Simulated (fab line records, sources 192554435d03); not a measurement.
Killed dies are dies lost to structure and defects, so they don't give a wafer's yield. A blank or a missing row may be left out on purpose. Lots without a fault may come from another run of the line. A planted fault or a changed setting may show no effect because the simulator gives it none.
Which tool did it? | flow n5_finfet | 13 lots, 37 wafers sampled, at 3 steps of a route of 1938

WHAT THE GAUGES READ, wafer by wafer
N5_ZERO_LAYER_INSPECT_20: inspects for defects (darkfield). Usual: raw_defect_count 37, standard deviation 17.
lot  | measured    | on                | raw_defect_count | flag
L431 | day 1 19:15 | defect_inspect-02 | 45 22 20         |
L432 | day 2 01:23 | defect_inspect-01 | 38 26 43         |
L439 | day 3 19:23 | defect_inspect-01 | 18 22 41         |
L440 | day 4 01:28 | defect_inspect-02 | 22 20 18         |
L441 | day 4 07:25 | defect_inspect-02 | 35 26 59         |
L442 | day 4 13:15 | defect_inspect-01 | 23 19 37         |
L443 | day 4 19:15 | defect_inspect-01 | 49 19 26         |
L444 | day 5 01:48 | defect_inspect-02 | 33 28 57         |
L446 | day 5 13:16 | defect_inspect-02 | 29 19 21         |
L447 | day 5 19:40 | defect_inspect-02 | 23 40 26         |
L449 | day 6 07:17 | defect_inspect-02 | 37 29            |
L451 | day 6 19:15 | defect_inspect-01 | 75 51 86         |
L453 | day 7 08:41 | defect_inspect-01 | 30 77            |

N5_WELL_APT_INSPECT_27: inspects for defects (macro). Usual: raw_defect_count 2.0, standard deviation 1.5.
lot  | measured    | on                | raw_defect_count | flag
L431 | day 1 20:59 | defect_inspect-01 | 1 4 4            |
L432 | day 2 03:22 | defect_inspect-01 | 2 2 4            |
L439 | day 3 20:56 | defect_inspect-02 | 2 5 1            |
L440 | day 4 03:07 | defect_inspect-01 | 3 2 3            |
L441 | day 4 09:09 | defect_inspect-01 | 3 1 3            |
L442 | day 4 14:52 | defect_inspect-01 | 3 2 4            |
L443 | day 4 20:53 | defect_inspect-01 | 3 1 2            |
L444 | day 5 03:17 | defect_inspect-02 | 4 3 0            |
L446 | day 5 15:05 | defect_inspect-02 | 1 1 2            |
L447 | day 5 21:17 | defect_inspect-01 | 2 1 3            |
L449 | day 6 08:53 | defect_inspect-01 | 6 5              |
L451 | day 6 20:46 | defect_inspect-02 | 1 4 1            |
L453 | day 7 10:25 | defect_inspect-01 | 1 1              |

WHICH TOOL RAN EACH LOT (tool, then ch and the chambers of the sampled wafers, then the start)
lot  | N5_ZERO_LAYER_STRIP_19
L431 | wet_bench-04 ch 1,3,4, day 1 18:59
L432 | wet_bench-04 ch 0,6,7, day 2 01:06
L439 | wet_bench-06 ch 0,1,2, day 3 19:07
L440 | wet_bench-04 ch 2,5,6, day 4 01:11
L441 | wet_bench-02 ch 1,4,5, day 4 07:07
L442 | wet_bench-06 ch 0,5,7, day 4 12:59
L443 | wet_bench-06 ch 0,3,4, day 4 18:59
L444 | wet_bench-04 ch 1,4,7, day 5 01:32
L446 | wet_bench-04 ch 2,4,6, day 5 12:59
L447 | wet_bench-02 ch 4,6,7, day 5 19:06
L449 | wet_bench-06 ch 2,6, day 6 07:00
L451 | wet_bench-04 ch 0,4,6, day 6 18:59
L453 | wet_bench-02 ch 2,5, day 7 08:25
- N5_ZERO_LAYER_STRIP_19: strips in SPM, time 900 s.

WHAT THE TOOLS THEMSELVES READ (means of the sampled wafers that have a number; where no wafer has one, the mark that the record gives instead)
N5_ZERO_LAYER_STRIP_19. Usual: bath_guard_temp_C 129.9 C, standard deviation 0.47; bath_heat_duty_pct 15.0 %, standard deviation 1.6.
lot  | tool         | bath_guard_temp_C (C) | bath_heat_duty_pct (%) | flag
L431 | wet_bench-04 | 129.6                 | 14.4                   |
L432 | wet_bench-04 | 130.1                 | 15.1                   |
L439 | wet_bench-06 | -                     | -                      | OFF
L440 | wet_bench-04 | -                     | -                      | OFF
L441 | wet_bench-02 | -                     | -                      | OFF
L442 | wet_bench-06 | 129.7                 | 15.1                   |
L443 | wet_bench-06 | 130.0                 | 14.9                   |
L444 | wet_bench-04 | 129.5                 | 14.4                   |
L446 | wet_bench-04 | 129.7                 | 14.5                   |
L447 | wet_bench-02 | 130.4                 | 14.4                   |
L449 | wet_bench-06 | 130.2                 | 15.4                   |
L451 | wet_bench-04 | 130.1                 | 13.3                   |
L453 | wet_bench-02 | 129.9                 | 17.1                   |

THE ANSWER, worked out from the rows above alone
Rule: a lot is off if the mean of its wafers that have a number lies more than 3 standard deviations from the usual mean. A lot without any number at a reading at which 4 lots or more have one is off too. The other lots that the step has rows for count as sound. The gauges are gone through in route order, then the tools' own readings, and for those a lot's mean is taken as printed above. The first step at which some lot is off is used, and at that step the reading that is off furthest; a lot without a number counts as furthest.
Off: L439, L440, L441, at N5_ZERO_LAYER_STRIP_19 (bath_guard_temp_C). Without a number there: L439, L440, L441.
A tool fits if, at that step or a process step before it, it ran every lot that is off, and no sound lot after the first of them. None of those tried fits.

WHAT THE SIMULATOR HAD PUT IN
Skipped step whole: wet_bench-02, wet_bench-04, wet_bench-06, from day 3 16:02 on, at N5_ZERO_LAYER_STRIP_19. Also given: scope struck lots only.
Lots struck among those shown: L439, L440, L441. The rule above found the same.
